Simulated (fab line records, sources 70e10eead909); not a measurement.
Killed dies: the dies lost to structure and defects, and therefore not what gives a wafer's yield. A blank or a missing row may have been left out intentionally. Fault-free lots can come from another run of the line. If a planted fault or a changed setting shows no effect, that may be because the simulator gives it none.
Commonality check across tools -- flow nand-harc -- Lots sampled 13, wafers sampled 42

## THE REASON FOR OPENING IT
At NHARC_P_GATE_CD_MEAS_91 the reading cd-nm is flagged on 1 of 13 lots. Wafers without a fault read 1999.7 nm, standard deviation 1.3.
Rule: a lot is flagged in two cases, either no wafer of it has a number, or all its wafers with numbers fall more than 4 standard deviations from that mean. The other lots count as sound.

lot,measured,on,"cd-nm (nm), wafer by wafer",flag
L208,day 6 07:31,cd-sem-03,2000.7 2002.1 2001.8,
L212,day 7 15:01,cd-sem-02,1996.8 1999.4 1999.8,
L213,day 8 03:07,cd-sem-01,2000.2 1998.1 1999.2,
L214,day 8 13:43,cd-sem-02,2081.2 2080.5 2082.0 2080.9 2080.7 2082.2,FLAGGED
L215,day 9 03:05,cd-sem-02,1999.0 2000.2 1999.6,
L220,day 11 00:20,cd-sem-02,1999.6 1999.8 2001.5,
L223,day 12 07:44,cd-sem-01,1998.3 1999.0 1997.1,
L224,day 12 19:07,cd-sem-03,1999.6 1999.0 1999.2,
L225,day 13 08:08,cd-sem-02,2000.0 1996.5 1998.0,
L227,day 13 19:53,cd-sem-01,1999.1 1997.9 1997.8,
L228,day 14 13:44,cd-sem-01,2001.7 1999.2 1999.8,
L229,day 14 18:39,cd-sem-01,2000.6 1999.7 2000.1,
L230,day 15 03:56,cd-sem-03,1999.0 2000.6 2000.1,
On average the flagged lots' numbers are 2081.2 nm, which is +81.5 nm against the usual, or +63 standard deviations.

## TOOL THAT RAN EACH LOT
The record holds 1 process step before the reading, out of a route of 1302 steps. In each cell: the tool, then ch and the chambers that the sampled wafers went through, then the start.
lot,flag,NHARC_P_GATE_EXPOSE_88
L208,,"krf-scanner-03 ch 0, day 6 07:22"
L212,,"krf-scanner-01 ch 0, day 7 14:52"
L213,,"krf-scanner-03 ch 0, day 8 02:58"
L214,FLAGGED,"krf-scanner-01 ch 0, day 8 13:34"
L215,,"krf-scanner-01 ch 0, day 9 02:56"
L220,,"krf-scanner-01 ch 0, day 11 00:11"
L223,,"krf-scanner-01 ch 0, day 12 07:35"
L224,,"krf-scanner-01 ch 0, day 12 18:57"
L225,,"krf-scanner-01 ch 0, day 13 07:59"
L227,,"krf-scanner-01 ch 0, day 13 19:43"
L228,,"krf-scanner-03 ch 0, day 14 13:34"
L229,,"krf-scanner-04 ch 0, day 14 18:30"
L230,,"krf-scanner-01 ch 0, day 15 03:47"
What these steps do:
- NHARC_P_GATE_EXPOSE_88: exposes mask P HVN, target cd 2000 nm.
- NHARC_P_GATE_CD_MEAS_91: target cd 2000 nm.

## FLAGGED OVER TOTAL, TOOL BY TOOL (the gauges that took the reading come last)
step,tool,lots run,flagged,share of the flagged lots,sound lots run after its first flagged lot
NHARC_P_GATE_EXPOSE_88,krf-scanner-01,9,1,all,"7 (L215,L220,L223,L224,L225,L227,L230)"
NHARC_P_GATE_EXPOSE_88,krf-scanner-03,3,0,none,-
NHARC_P_GATE_EXPOSE_88,krf-scanner-04,1,0,none,-
NHARC_P_GATE_CD_MEAS_91,cd-sem-01,5,0,none,-
NHARC_P_GATE_CD_MEAS_91,cd-sem-02,5,1,all,"3 (L215,L220,L225)"
NHARC_P_GATE_CD_MEAS_91,cd-sem-03,3,0,none,-

## WHAT IS ALLOWED BY THE TABLE
Table rows that saw every flagged lot: 2, namely krf-scanner-01 at NHARC_P_GATE_EXPOSE_88 and cd-sem-02 at NHARC_P_GATE_CD_MEAS_91.
- krf-scanner-01 at NHARC_P_GATE_EXPOSE_88 ran 9 lots, 1 of them flagged. Sound lots ran on it after the first flagged one (L215, L220, L223, L224, L225, L227, L230), which a lasting fault on the whole tool wouldn't allow.
- cd-sem-02 at NHARC_P_GATE_CD_MEAS_91 ran 5 lots, 1 of them flagged. Sound lots ran on it after the first flagged one (L215, L220, L225), which a lasting fault on the whole tool wouldn't allow.
Not one row of the table ran every flagged lot while running no sound lot after the first.

## WHAT THE SIMULATOR PUT IN
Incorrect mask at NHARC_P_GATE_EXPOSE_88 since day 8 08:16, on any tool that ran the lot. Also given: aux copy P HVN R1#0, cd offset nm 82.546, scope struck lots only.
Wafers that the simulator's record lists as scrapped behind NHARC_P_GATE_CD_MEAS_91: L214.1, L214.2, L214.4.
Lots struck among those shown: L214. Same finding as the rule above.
